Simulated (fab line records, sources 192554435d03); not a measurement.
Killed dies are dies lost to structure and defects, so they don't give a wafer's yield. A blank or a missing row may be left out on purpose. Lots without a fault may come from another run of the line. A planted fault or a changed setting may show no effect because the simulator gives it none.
Which tool did it? | flow n5_finfet | 11 lots, 29 wafers sampled, at 3 steps of a route of 1938

WHAT THE GAUGES READ, wafer by wafer
N5_BEOL_M9_CD_MEAS_18: pitch 140 nm, target cd 70 nm.
lot  | measured     | on        | cd_nm (nm)
L141 | day 9 22:40  | cd_sem-03 | 69.9 68.7 69.6
L142 | day 10 01:48 | cd_sem-01 | 69.1 69.0 68.7
L144 | day 10 08:32 | cd_sem-03 | 70.2 70.0 69.8
L145 | day 11 00:13 | cd_sem-01 | 70.0 69.3 69.4
L148 | day 11 18:52 | cd_sem-02 | 69.7 68.8 69.5
L150 | day 12 09:08 | cd_sem-03 | 70.3
L152 | day 12 18:25 | cd_sem-03 | 70.7 69.6
L151 | day 12 18:58 | cd_sem-02 | 69.1 69.6
L158 | day 14 02:21 | cd_sem-02 | 69.2 69.3 70.4
L163 | day 16 03:32 | cd_sem-03 | 68.7 68.8 69.3
L164 | day 16 23:53 | cd_sem-03 | 68.6 69.1 69.2

WHICH TOOL RAN EACH LOT (tool, then ch and the chambers of the sampled wafers, then the start)
lot  | N5_BEOL_M8_ETCH_66                 | N5_BEOL_M9_ETCH_61
L141 | rie_diel-01 ch 1,2,3, day 9 16:55  | rie_diel-05 ch 0,1,3, day 9 22:01
L142 | rie_diel-01 ch 0,1,2, day 9 20:10  | rie_diel-05 ch 0,2,3, day 10 01:18
L144 | rie_diel-01 ch 0,3, day 10 00:51   | rie_diel-03 ch 1,2,3, day 10 08:07
L145 | rie_diel-06 ch 0,1,2, day 10 15:35 | rie_diel-05 ch 0,1,3, day 10 23:44
L148 | rie_diel-01 ch 0,2, day 11 14:07   | rie_diel-05 ch 0,2, day 11 18:26
L150 | rie_diel-02 ch 2, day 12 02:15     | rie_diel-05 ch 0, day 12 08:44
L152 | rie_diel-02 ch 0,2, day 12 11:29   | rie_diel-05 ch 0,3, day 12 17:49
L151 | rie_diel-02 ch 1,3, day 12 11:53   | rie_diel-04 ch 0,3, day 12 18:32
L158 | rie_diel-02 ch 0,2, day 13 18:48   | rie_diel-03 ch 0,1,3, day 14 01:55
L163 | rie_diel-02 ch 1,2,3, day 15 21:59 | rie_diel-05 ch 1,2,3, day 16 03:07
L164 | rie_diel-02 ch 1,2, day 16 16:14   | rie_diel-04 ch 0,2, day 16 23:28
- N5_BEOL_M8_ETCH_66: etches SOC in N2/H2, target depth 80 nm, overetch 16 nm, time 120 s.
- N5_BEOL_M9_ETCH_61: etches SiARC in CF4, target depth 39 nm, time 65 s.

THE ANSWER, worked out from the rows above alone
Rule: what is usual is taken from the lots themselves. Put in order of their means at a reading, lots are off if they are a third of the lots or fewer, leave a main group of 4 or more, and stand apart from it by a gap of 3 or more times the standard deviation of the main group's means; of several such gaps the widest counts. A main group whose means are all the same, to the digits that the tables above print for the reading, isn't used. A lot without any number at a reading at which 4 lots or more have one is off too. The other lots that the step has rows for count as sound.
No lot is off at any reading shown: from this, nothing can be told.

WHAT THE SIMULATOR HAD PUT IN
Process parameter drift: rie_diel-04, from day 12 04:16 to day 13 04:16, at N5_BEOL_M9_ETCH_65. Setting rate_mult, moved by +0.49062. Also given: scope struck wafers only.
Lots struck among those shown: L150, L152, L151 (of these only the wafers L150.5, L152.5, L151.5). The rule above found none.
